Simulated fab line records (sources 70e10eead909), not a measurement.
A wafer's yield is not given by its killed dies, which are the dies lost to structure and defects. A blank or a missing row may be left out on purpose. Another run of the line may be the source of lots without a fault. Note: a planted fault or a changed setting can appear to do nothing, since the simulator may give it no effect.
Which tool did it?	flow nand harc	6 lots with 17 wafers sampled at 5 steps, on a route of 1159 steps

== WHAT THE GAUGES READ, wafer by wafer ==
NHARC_END_SORT_01.
lot	measured	on	defect limited yield (%)

== WHICH TOOL RAN EACH LOT (tool, then ch and the chambers of the sampled wafers, then the start) ==
lot	NHARC_P_CONTACT_STRIP_28	NHARC_P_M1_SOFTBAKE_04	NHARC_P_M1_PRE_CLEAN_30	NHARC_P_M1_PVD_20
L968	rie diel-02 ch 0,1,2, day 5 22:14	litho track-01 ch 0, day 6 05:00	pvd sputter-03, no start	pvd sputter-03, no start
L969	rie diel-04 ch 1,2,3, day 6 12:35	litho track-04 ch 0, day 6 19:00	pvd sputter-02, no start	pvd sputter-02, no start
L973	rie diel-04 ch 0,2,3, day 7 13:43	litho track-01 ch 0, day 7 21:00	pvd sputter-02, no start	pvd sputter-02, no start
L974	rie diel-02 ch 0,1,2, day 7 17:53	litho track-04 ch 0, day 8 02:00	pvd sputter-03, no start	pvd sputter-03, no start
L977	rie diel-02 ch 1,2, day 8 22:49	litho track-01 ch 0, day 9 06:00	pvd sputter-02, no start	pvd sputter-02, no start
L987	rie diel-02 ch 2,3, day 10 22:19	litho track-06 ch 0, day 11 05:00	pvd sputter-03, no start	pvd sputter-03, no start
- NHARC_P_CONTACT_STRIP_28: strips in O2.
- NHARC_P_M1_SOFTBAKE_04: time 55 s.
- NHARC_P_M1_PRE_CLEAN_30: time 30 s.
- NHARC_P_M1_PVD_20: deposits TaN, target thk 5 nm, time 8.06 s.

== THE ANSWER, worked out from the rows above alone ==
Rule: what is usual is taken from the lots themselves. The widest of any qualifying gaps counts: lots, ordered by their means at a reading, are off when they make up no more than a third of the lots, leave a main group of 4 or more, and stand apart from it by 3 or more times the standard deviation of that group's means. If all means in a main group match to the digits the tables above print for the reading, that group is not used. A lot without any number at a reading at which 4 lots or more have one is off too. The other lots that the step has rows for count as sound.
Nothing can be told from this: no lot is off at any reading shown.

== WHAT THE SIMULATOR PUT IN ==
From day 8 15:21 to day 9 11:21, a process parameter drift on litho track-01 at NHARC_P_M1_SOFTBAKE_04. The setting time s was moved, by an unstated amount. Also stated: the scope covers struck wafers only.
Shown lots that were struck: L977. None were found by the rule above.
